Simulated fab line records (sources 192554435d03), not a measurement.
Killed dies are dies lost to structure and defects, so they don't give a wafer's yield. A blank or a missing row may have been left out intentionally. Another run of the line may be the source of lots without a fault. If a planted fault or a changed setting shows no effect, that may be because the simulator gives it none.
fab line records	flow n5Finfet
record lots=7	wafers=19	lastDay=18
route steps=1938 shown BEOL_M1@785 BEOL_M4@1111
lots that met no fault: taken from a fault-free run of the same line
startH: start of the lot's first displayed wafer, in hours after the record's first day	waitH: how many hours have passed since the lot's step before this one	" the same as in the row above	L1.1+2: a row that stands for several wafers	- either no value or no given start	* or withheld: withheld	< > ~ a bound
route shown NAME@n: a module of which the file shows steps, and the number in the route of the first	usual: mean/standard deviation taken from wafers without a fault	same: alike in all rows	chamber/n: place in a boat	sites: per-site readings	_std_site: how widely they spread, as a standard deviation	_edge_site: outer sites' mean less inner sites'	radiusMm: for every site, how far away it sits from the centre of the wafer	mask NAME#n: copy n	behind: the tool/chamber that last shaped the wafer	hold: the reason the lot was held/the length of the hold in hours/how it ended	device: the transistor (n, p or np) that didn't switch	end of line: the tests these same wafers got at the end of their route	a step with no rows: only its recipe	killed: dies lost to structure and defects at the first sort, not the wafer's yield	map: dies across one wafer; x = killed, . = not, _ = none there
set.NAME: the setting the step ran with; set.NAME@STEP: the setting that earlier step ran with	model.NAME: the simulator's own value behind a step, which no gauge read
lots seen at some steps along the route; tables by step, rows by wafer
services: a tool's chamber out of use, with start hour (startH, from the record's first day; less than 0 if before it), hours out, and reason
## steps
# step N5_BEOL_M1_DEVELOP_27
# recipe developTimeS=30	developer=TMAH	resist=CAR-EUV	rinseLiquid=surfactantRinse	dry=airSpin	devTempC=23
# step N5_BEOL_M1_CD_MEAS_28
# recipe landingEnergyEv=500	detector=seInlens	targetCdYNm=23.3
# usual cdNm=23.96/0.26
lot.wafer	tool	chamber	startH	waitH	cdNm
L854.1	cdSem-01	0	138.12	-	24.28
L854.3	"	0	"	"	24.16
L854.4	"	0	"	"	24.29
L864.1	cdSem-01	0	210.26	-	23.92
L864.4	"	0	"	"	23.93
L864.6	"	0	"	"	24.45
L865.2	cdSem-03	0	218.89	-	23.37
L865.6	"	0	"	"	23.74
L867.2	cdSem-02	0	231.08	-	23.56
L867.6	"	0	"	"	23.99
L870.2	cdSem-02	0	243.77	-	24.22
L870.3	"	0	"	"	23.80
L870.6	"	0	"	"	23.84
L871.1	cdSem-02	0	244.04	-	23.96
L871.3	"	0	"	"	24.27
L871.6	"	0	"	"	24.24
L874.2	cdSem-03	0	270.97	-	24.15
L874.3	"	0	"	"	24.03
L874.4	"	0	"	"	24.44
# step N5_BEOL_M1_OVL_MEAS_29
# recipe pointsPerWafer=522
# usual V0_OVL=-0.7/0.62
lot.wafer	tool	chamber	startH	waitH	V0_OVL[nm]
L854.1	overlay-02	0	138.15	0.0	-1.1
L854.3	"	0	"	"	-0.7
L854.4	"	0	"	"	-0.8
L864.1	overlay-01	0	210.29	0.0	-0.3
L864.4	"	0	"	"	1.1
L864.6	"	0	"	"	-0.1
L865.2	overlay-01	0	218.92	0.0	-1.0
L865.6	"	0	"	"	-1.4
L867.2	overlay-01	0	231.12	0.0	0.0
L867.6	"	0	"	"	-0.2
L870.2	overlay-01	0	243.80	0.0	-0.1
L870.3	"	0	"	"	0.0
L870.6	"	0	"	"	-0.1
L871.1	overlay-02	0	244.07	0.0	0.7
L871.3	"	0	"	"	-0.7
L871.6	"	0	"	"	-0.2
L874.2	overlay-02	0	271.00	0.0	-1.8
L874.3	"	0	"	"	-1.0
L874.4	"	0	"	"	-1.1
# step N5_BEOL_M1_INSPECT_30
# recipe mode=adi	inspectInstrument=brightfield
# usual rawDefectCount=391/93
lot.wafer	tool	chamber	startH	waitH	rawDefectCount
L854.1	defectInspect-01	-	138.21	0.1	271
L854.3	"	-	"	"	336
L854.4	"	-	"	"	337
L864.1	defectInspect-02	-	210.35	0.1	417
L864.4	"	-	"	"	364
L864.6	"	-	"	"	515
L865.2	defectInspect-02	-	218.97	0.0	358
L865.6	"	-	"	"	340
L867.2	defectInspect-01	-	231.17	0.0	300
L867.6	"	-	"	"	546
L870.2	defectInspect-01	-	243.86	0.0	275
L870.3	"	-	"	"	303
L870.6	"	-	"	"	270
L871.1	defectInspect-01	-	244.13	0.1	342
L871.3	"	-	"	"	358
L871.6	"	-	"	"	507
L874.2	defectInspect-01	-	271.05	0.0	362
L874.3	"	-	"	"	468
L874.4	"	-	"	"	353
# step N5_BEOL_M1_DESCUM_33
# recipe chemistry=O2	timeS=7	sourcePowerW=50	biasPowerW=20	pressureMtorr=20	rfFrequencyHz=2.712e+07	tempC=40	resist=CAR-EUV	o2FlowSccm=225
# step N5_BEOL_M1_ETCH_77
# recipe chemistry=N2/H2	target=underlayer	targetDepthA=65	maskMaterial=CAR-EUV	timeS=5.2	ionEnergyEv=200	pressureMtorr=30	sourceW=840	biasW=150	n2FlowSccm=200	h2FlowSccm=200	ends=cleared
# usual drypumpMotorCurrentA=5.7/0.46	etchRfOnTimeS=5.21/0.16	n2FlowSccm=200.0/0.6	oesProductAu=0.63/0.046	rfVppV=523.5/2.3	showerheadPlenumPTorr=2.52/0.062	throttleValvePct=17.97/0.16
lot.wafer	tool	chamber	startH	waitH	drypumpMotorCurrentA	etchRfOnTimeS	n2FlowSccm	oesProductAu	rfHoursCounterH	rfVppV	showerheadPlenumPTorr	throttleValvePct
L854.1	rieDiel-04	2	138.28	0.0	6.5	5.08	199.1	0.60	223	518.4	2.41	18.00
L854.3	"	1	"	"	5.5	5.25	199.6	0.67	101	525.1	2.55	18.08
L854.4	"	0	"	"	6.1	4.96	199.2	0.64	176	526.6	2.54	18.02
L864.1	rieDiel-05	3	210.42	0.0	5.8	5.26	201.3	0.63	171	523.9	2.54	18.12
L864.4	"	1	"	"	5.6	5.62	200.4	0.58	198	524.4	2.54	18.03
L864.6	"	0	"	"	5.8	5.21	200.4	0.61	-	525.6	2.62	17.92
L865.2	rieDiel-03	0	219.13	0.0	5.4	5.28	200.1	0.71	68	519.7	2.47	17.86
L865.6	"	0	"	"	5.4	5.28	199.9	0.71	-	524.4	2.47	17.86
L867.2	rieDiel-04	2	231.24	0.0	6.5	5.05	200.5	0.59	247	519.8	2.40	18.01
L867.6	"	0	"	"	6.1	5.07	200.2	0.62	-	522.7	2.53	18.04
L870.2	rieDiel-04	1	243.92	0.0	5.5	5.32	198.5	0.65	130	525.3	2.54	18.13
L870.3	"	2	"	"	6.5	5.07	200.6	0.58	251	520.3	2.40	18.06
L870.6	"	0	"	"	6.2	5.09	200.5	0.63	-	520.9	2.53	18.06
L871.1	rieDiel-04	1	244.30	0.0	5.6	5.35	199.5	0.65	130	524.3	2.54	18.13
L871.3	"	2	"	"	6.5	5.10	199.9	0.58	251	519.9	2.40	18.05
L871.6	"	1	"	"	5.6	5.31	200.0	0.64	-	525.0	2.54	18.12
L874.2	rieDiel-05	0	271.12	0.0	5.8	5.25	200.4	0.60	216	526.2	2.61	17.95
L874.3	"	3	"	"	5.8	5.18	199.8	0.62	191	521.1	2.53	18.16
L874.4	"	0	"	"	5.8	5.20	200.5	0.60	-	526.1	2.61	17.96
# step N5_BEOL_M1_ETCH_69
# recipe chemistry=CF4	target=SiARC	targetDepthA=156	maskMaterial=CAR-EUV	timeS=26	ionEnergyEv=80	pressureMtorr=40	sourceW=545	biasW=36	Ar_flow_sccm=100	cf4FlowSccm=100	ends=cleared
# usual drypumpMotorCurrentA=5.7/0.46	etchRfOnTimeS=26.0/0.65	oesProductAu=0.63/0.046	rfVppV=183.9/0.98	showerheadPlenumPTorr=2.13/0.051	throttleValvePct=15.71/0.14
lot.wafer	tool	chamber	startH	waitH	drypumpMotorCurrentA	etchRfOnTimeS	oesProductAu	rfHoursCounterH	rfVppV	showerheadPlenumPTorr	throttleValvePct
L854.1	rieDiel-04	2	138.30	0.0	6.6	25.2	0.60	223	183.7	2.04	15.61
L854.3	"	1	"	"	5.5	25.9	0.67	101	182.6	2.16	15.87
L854.4	"	0	"	"	6.1	24.9	0.65	176	183.9	2.14	15.67
L864.1	rieDiel-05	3	210.44	0.0	5.8	25.9	0.64	171	184.4	2.13	15.70
L864.4	"	1	"	"	5.5	27.5	0.60	198	185.0	2.12	15.72
L864.6	"	0	"	"	5.8	26.0	0.62	-	185.4	2.21	15.79
L865.2	rieDiel-03	0	219.15	0.0	5.4	26.8	0.71	68	184.1	2.09	15.56
L865.6	"	0	"	"	5.4	26.5	0.71	-	182.1	2.09	15.56
L867.2	rieDiel-04	2	231.26	0.0	6.5	25.9	0.57	247	182.2	2.03	15.65
L867.6	"	0	"	"	6.1	25.6	0.63	-	184.4	2.14	15.74
L870.2	rieDiel-04	1	243.94	0.0	5.5	26.4	0.66	130	184.9	2.15	15.92
L870.3	"	2	"	"	6.5	25.3	0.59	251	183.2	2.03	15.66
L870.6	"	0	"	"	6.1	25.2	0.62	-	184.3	2.13	15.74
L871.1	rieDiel-04	1	244.32	0.0	5.6	26.2	0.65	130	184.1	2.15	15.92
L871.3	"	2	"	"	6.5	25.4	0.58	251	182.7	2.03	15.65
L871.6	"	1	"	"	5.5	26.2	0.65	-	185.4	2.15	15.92
L874.2	rieDiel-05	0	271.14	0.0	5.8	26.0	0.60	216	184.4	2.20	15.83
L874.3	"	3	"	"	5.9	26.1	0.62	191	183.7	2.12	15.76
L874.4	"	0	"	"	5.8	26.1	0.60	-	183.7	2.20	15.81
# step N5_BEOL_M1_ALD_98
# recipe material=SiO2	targetThkA=25	tempC=100	aldPrecursorFamily=BDEAS	aldCoReactant=O2-plasma	pulseTimeS=1	coReactantPulseTimeS=1	purgeTimeS=2	coReactantPurgeTimeS=2	aldCycles=17	pressureTorr=2
# usual heaterPowerW=76/4.5	precursorPulseHeightRel=0.998/0.02
# same pulseTimeS=1
lot.wafer	tool	chamber	startH	waitH	heaterPowerW	precursorPulseHeightRel
L854.1	aldSin-02	1	138.38	0.1	76	1.003
L854.3	"	2	"	"	70	1.008
L854.4	"	3	"	"	75	1.007
L864.1	aldSin-01	2	210.52	0.1	80	0.986
L864.4	"	3	"	"	68	1.008
L864.6	"	3	"	"	69	1.011
L865.2	aldSin-04	0	219.23	0.1	75	0.975
L865.6	"	3	"	"	78	0.981
L867.2	aldSin-01	3	231.34	0.1	70	1.018
L867.6	"	0	"	"	81	1.014
L870.2	aldSin-02	0	244.12	0.2	90	1.011
L870.3	"	3	"	"	76	1.026
L870.6	"	3	"	"	77	1.024
L871.1	aldSin-02	1	244.40	0.1	76	0.989
L871.3	"	2	"	"	71	0.982
L871.6	"	1	"	"	77	1.003
L874.2	aldSin-04	2	271.52	0.3	76	0.962
L874.3	"	0	"	"	75	1.002
L874.4	"	2	"	"	76	0.977
# step N5_BEOL_M1_ETCHBACK_99
# recipe chemistry=CHF3	target=SiO2	targetDepthA=50	timeS=10.4	sourceW=215	biasW=47	Ar_flow_sccm=200	CHF3_flow_sccm=12	ionEnergyEv=100	pressureMtorr=30
# usual drypumpMotorCurrentA=5.6/0.44	oesProductAu=0.78/0.082	rfVppV=242/5.2	showerheadPlenumPTorr=2.15/0.054	throttleValvePct=17.15/0.2
lot.wafer	tool	chamber	startH	waitH	drypumpMotorCurrentA	oesProductAu	rfHoursCounterH	rfVppV	showerheadPlenumPTorr	throttleValvePct
L854.1	rieDiel-03	3	138.52	0.1	5.6	0.78	148	248	2.24	17.39
L854.3	"	2	"	"	5.1	0.67	236	242	2.22	17.06
L854.4	"	0	"	"	5.5	0.87	44	239	2.10	16.98
L864.1	rieDiel-03	1	213.14	2.6	5.1	0.75	163	246	2.15	17.12
L864.4	"	3	"	"	5.6	0.76	170	250	2.23	17.43
L864.6	"	0	"	"	5.5	0.84	-	238	2.09	17.02
L865.2	rieDiel-03	2	219.37	0.1	5.0	0.99	5	242	2.21	16.69
L865.6	"	1	"	"	5.1	0.75	-	246	2.15	17.11
L867.2	rieDiel-03	1	233.50	2.1	5.1	0.75	168	246	2.14	17.12
L867.6	"	2	"	"	5.1	0.96	-	242	2.21	16.70
L870.2	rieDiel-04	2	251.88	7.7	6.5	0.68	253	243	2.04	17.15
L870.3	"	0	"	"	6.2	0.72	208	244	2.14	17.21
L870.6	"	2	"	"	6.5	0.68	-	241	2.04	17.14
L871.1	rieDiel-04	3	256.92	12.5	5.0	0.99	0	235	2.12	16.90
L871.3	"	1	"	"	5.6	0.76	133	234	2.15	17.36
L871.6	"	1	"	"	5.5	0.76	-	232	2.15	17.37
L874.2	rieDiel-04	0	271.79	0.2	6.1	0.72	215	244	2.14	17.21
L874.3	"	1	"	"	5.5	0.75	139	233	2.15	17.38
L874.4	"	2	"	"	6.6	0.99	0	246	2.31	16.67
# step N5_BEOL_M1_ETCH_70
# recipe chemistry=N2/H2	target=SOC	targetDepthA=800	overetchA=160	maskMaterial=SiARC	tempC=40	timeS=120	ionEnergyEv=200	pressureMtorr=30	sourceW=840	biasW=150	n2FlowSccm=200	h2FlowSccm=200
# usual drypumpMotorCurrentA=5.6/0.44	n2FlowSccm=200.0/0.67	oesProductAu=0.59/0.061	rfVppV=523.9/2	showerheadPlenumPTorr=2.54/0.064	throttleValvePct=17.88/0.21
lot.wafer	tool	chamber	startH	waitH	drypumpMotorCurrentA	n2FlowSccm	oesProductAu	rfHoursCounterH	rfVppV	showerheadPlenumPTorr	throttleValvePct
L854.1	rieDiel-03	3	138.56	0.0	5.6	200.8	0.59	148	526.6	2.65	18.01
L854.3	"	2	"	"	5.1	199.7	0.52	236	526.8	2.60	17.67
L854.4	"	0	"	"	5.5	200.3	0.67	44	522.5	2.48	17.79
L864.1	rieDiel-03	1	213.18	0.0	5.1	199.5	0.57	163	523.5	2.52	17.81
L864.4	"	3	"	"	5.6	200.9	0.57	170	525.7	2.64	18.06
L864.6	"	0	"	"	5.5	200.6	0.65	-	522.2	2.47	17.82
L865.2	rieDiel-03	2	219.41	0.0	5.1	199.7	0.73	5	525.4	2.59	17.33
L865.6	"	1	"	"	5.1	199.9	0.58	-	522.7	2.52	17.80
L867.2	rieDiel-03	1	233.54	0.0	5.1	201.3	0.57	168	524.6	2.52	17.79
L867.6	"	2	"	"	5.1	199.1	0.73	-	524.5	2.59	17.34
L870.2	rieDiel-04	2	251.91	0.0	6.5	200.5	0.52	253	518.7	2.40	18.00
L870.3	"	0	"	"	6.2	200.9	0.56	208	524.0	2.53	18.02
L870.6	"	2	"	"	6.5	200.7	0.51	-	521.4	2.40	18.00
L871.1	rieDiel-04	3	256.96	0.0	5.0	201.4	0.75	0	521.6	2.48	17.43
L871.3	"	1	"	"	5.5	199.3	0.58	133	524.7	2.54	18.10
L871.6	"	1	"	"	5.5	199.2	0.59	-	524.5	2.54	18.09
L874.2	rieDiel-04	0	271.83	0.0	6.2	199.5	0.55	215	523.0	2.53	18.05
L874.3	"	1	"	"	5.6	200.7	0.59	139	524.4	2.54	18.10
L874.4	"	2	"	"	6.5	198.7	0.77	0	528.7	2.72	17.52
# step N5_BEOL_M1_STRIP_71
# recipe chemistry=N2/H2	tempC=40	n2FlowSccm=200	h2FlowSccm=200	rfFrequencyHz=6e+07
# step N5_BEOL_M1_STRIP_78
# recipe chemistry=N2/H2	tempC=40	n2FlowSccm=200	h2FlowSccm=200	rfFrequencyHz=6e+07
# step N5_BEOL_M1_VIA_ETCH_34
# recipe chemistry=C4F6/O2	targetDepthA=678	maskMaterial=SOC	pressureMtorr=15	ionEnergyEv=250	taperDeg=4	timeS=64.4	sourceW=350	biasW=170	Ar_flow_sccm=300	C4F6_flow_sccm=10	O2_flow_sccm=10
# usual drypumpMotorCurrentA=5.6/0.44	oes_o_777_au=0.77/0.074	oesProductAu=0.78/0.082	rfVppV=668/14	showerheadPlenumPTorr=2.84/0.07	throttleValvePct=30.88/0.15
lot.wafer	tool	chamber	startH	waitH	drypumpMotorCurrentA	oes_o_777_au	oesProductAu	rfHoursCounterH	rfVppV	showerheadPlenumPTorr	throttleValvePct	model.etch.depthNm	model.SOC_of_BEOL_M1_COAT_67.thkNm	model.BEOL_M1.cdNm
L854.1	rieDiel-03	3	138.66	0.0	5.6	0.76	0.76	148	690	2.96	31.02	69.44	51.8	18
L854.3	"	2	"	"	5.1	0.67	0.67	236	670	2.92	30.59	66.41	52.2	18
L854.4	"	0	"	"	5.5	0.84	0.87	44	664	2.78	30.86	66.76	52	17.6
L864.1	rieDiel-03	1	213.28	0.0	5.1	0.76	0.75	163	679	2.83	30.91	68.16	51.8	18.4
L864.4	"	3	"	"	5.6	0.74	0.75	170	690	2.95	31.03	69.8	52	18.2
L864.6	"	0	"	"	5.5	0.83	1.10	-	662	2.77	30.94	99.44	48.6	18.4
L865.2	rieDiel-03	2	219.51	0.0	5.1	0.94	1.27	5	670	2.92	30.65	102.9	48	17.8
L865.6	"	1	"	"	5.1	0.76	0.97	-	679	2.83	30.96	99.25	48.2	18.6
L867.2	rieDiel-03	1	233.64	0.0	5.1	0.76	0.97	168	679	2.83	30.95	99.6	47.8	18.6
L867.6	"	2	"	"	5.1	0.93	1.25	-	668	2.91	30.66	102.9	48	18.2
L870.2	rieDiel-04	2	252.01	0.0	6.5	0.67	0.68	254	670	2.70	30.95	68.06	52.2	18.2
L870.3	"	0	"	"	6.2	0.73	0.72	208	679	2.83	30.99	67.75	52	17.8
L870.6	"	2	"	"	6.5	0.67	0.67	-	669	2.70	30.96	68.01	52.2	18.4
L871.1	rieDiel-04	3	257.06	0.0	5.0	0.99	0.99	1	650	2.80	30.82	68.68	52	18.4
L871.3	"	1	"	"	5.6	0.78	0.76	133	646	2.84	31.04	66.18	52.2	18.4
L871.6	"	1	"	"	5.6	0.77	0.76	-	646	2.84	31.04	66.26	52.2	18.4
L874.2	rieDiel-04	0	271.93	0.0	6.2	0.73	0.73	215	679	2.83	30.99	69.47	52.2	18.2
L874.3	"	1	"	"	5.5	0.77	0.74	139	645	2.84	31.02	65.88	52.6	18.4
L874.4	"	2	"	"	6.5	0.99	1.01	0	681	3.04	30.53	67.86	52.6	18.4
# step N5_BEOL_M1_STRIP_83
# recipe chemistry=C4F6/O2	resist=SiARC	rfFrequencyHz=6e+07
# step N5_BEOL_M4_RC_MEAS_101
# usual DIBL_N=36.2/1.6	DIBL_P=36.1/2	IOFF_N=0.16/0.032	IOFF_P=0.22/0.036	ION_N=672/11	ION_P=463/7.5	SS_N=71.4/0.58	SS_P=73.2/0.67	VT_N=250/3.3	VT_P=-250/3.3
lot.wafer	tool	chamber	startH	waitH	DIBL_N[mV/V]	DIBL_P[mV/V]	IOFF_N[nA/um]	IOFF_P[nA/um]	ION_N[uA/um]	ION_P[uA/um]	SS_N[mV/dec]	SS_P[mV/dec]	VT_N[mV]	VT_P[mV]
L854.1	prober-02	0	181.49	0.0	36.2	35.0	0.15	0.20	673	464	71.3	73.4	252	-251
L854.3	"	0	"	"	36.9	36.1	0.16	0.22	677	462	71.9	73.9	249	-247
L854.4	"	0	"	"	38.1	36.8	0.17	0.24	673	457	72.3	73.9	250	-248
L864.1	prober-02	0	253.54	0.0	35.8	37.1	0.16	0.21	677	466	71.4	73.5	250	-248
L864.4	"	0	"	"	36.6	38.8	0.20	0.25	684	470	71.9	74.4	244	-250
L864.6	"	0	"	"	35.6	36.5	0.16	0.21	676	459	71.0	73.3	249	-250
L867.2	prober-02	0	276.62	0.2	35.3	34.4	0.14	0.20	664	457	71.7	73.3	253	-251
L867.6	"	0	"	"	32.5	30.8	0.11	0.15	664	451	70.6	71.6	254	-253
L865.2	prober-01	0	278.87	0.2	35.7	36.7	0.15	0.19	663	456	71.6	73.6	251	-251
L865.6	"	0	"	"	33.9	34.9	0.13	0.16	666	456	70.8	72.7	251	-254
L871.1	prober-02	0	305.07	0.0	39.0	37.3	0.18	0.24	677	469	70.9	73.5	249	-248
L871.3	"	0	"	"	35.9	33.6	0.13	0.19	650	451	70.3	72.7	251	-251
L871.6	"	0	"	"	38.1	35.7	0.16	0.22	671	464	70.6	72.6	248	-248
L870.2	prober-02	0	317.48	0.2	39.6	37.8	0.25	0.23	679	459	73.6	73.9	245	-249
L870.3	"	0	"	"	38.6	37.9	0.20	0.24	666	453	72.5	74.0	249	-250
L870.6	"	0	"	"	37.0	36.2	0.18	0.20	673	454	72.5	73.8	246	-253
L874.2	prober-02	0	340.00	0.2	36.9	38.3	0.17	0.23	675	469	71.6	73.0	249	-251
L874.3	"	0	"	"	34.1	34.9	0.12	0.19	668	464	71.0	72.4	254	-252
L874.4	"	0	"	"	34.5	35.5	0.14	0.19	671	463	71.1	72.4	250	-250
## services
tool	chamber	startH	hours	kind
aldSin-01	-	114.67	2.8	pm
rieDiel-04	-	118.88	14.6	pm
aldSin-04	0	125.72	10.5	repair
aldSin-01	-	157.02	14.6	pm
rieDiel-04	3	164.80	1.4	repair
aldSin-01	-	176.75	14.0	pm
rieDiel-03	2	186.93	-	clean
rieDiel-03	1	194.09	2.4	repair
aldSin-01	2	197.06	3.2	repair
rieDiel-04	3	230.43	-	clean
rieDiel-04	3	230.43	-	consumableReplace:focusRing
rieDiel-04	3	230.43	24.4	scheduledDown
rieDiel-04	3	230.43	24.4	ventCycle
aldSin-04	1	232.00	10.4	repair
rieDiel-03	1	238.76	4.5	repair
aldSin-04	3	238.99	12.5	repair
aldSin-04	3	253.67	21.0	repair
rieDiel-04	2	254.91	-	clean
rieDiel-04	2	254.91	-	consumableReplace:focusRing
rieDiel-04	2	254.91	-	consumableReplace:showerhead
rieDiel-04	2	254.91	16.8	scheduledDown
rieDiel-04	2	254.91	16.8	ventCycle
aldSin-04	1	254.91	9.0	repair
aldSin-02	-	268.31	14.0	pm
## key
firstSign step=N5_BEOL_M1_VIA_ETCH_34	reading=oesProductAu	direction=up	sigmas=4.1	usual=0.78	struck=1.11
effect none on later readings
modelEffect step=N5_BEOL_M1_VIA_ETCH_34	value=etch.depthNm	without=68.4	struck=100.8
metAt N5_BEOL_M1_VIA_ETCH_34
struckWafers L864.6,L865.2,L865.6,L867.2,L867.6
onsetBetween 138.66 213.28
fault kind=processParameterDrift	tool=rieDiel-03	chamber=-	onsetH=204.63	steps=N5_BEOL_M1_VIA_ETCH_34	channel=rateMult	offset=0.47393	shape=step	endH=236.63	scope=struckWafersOnly
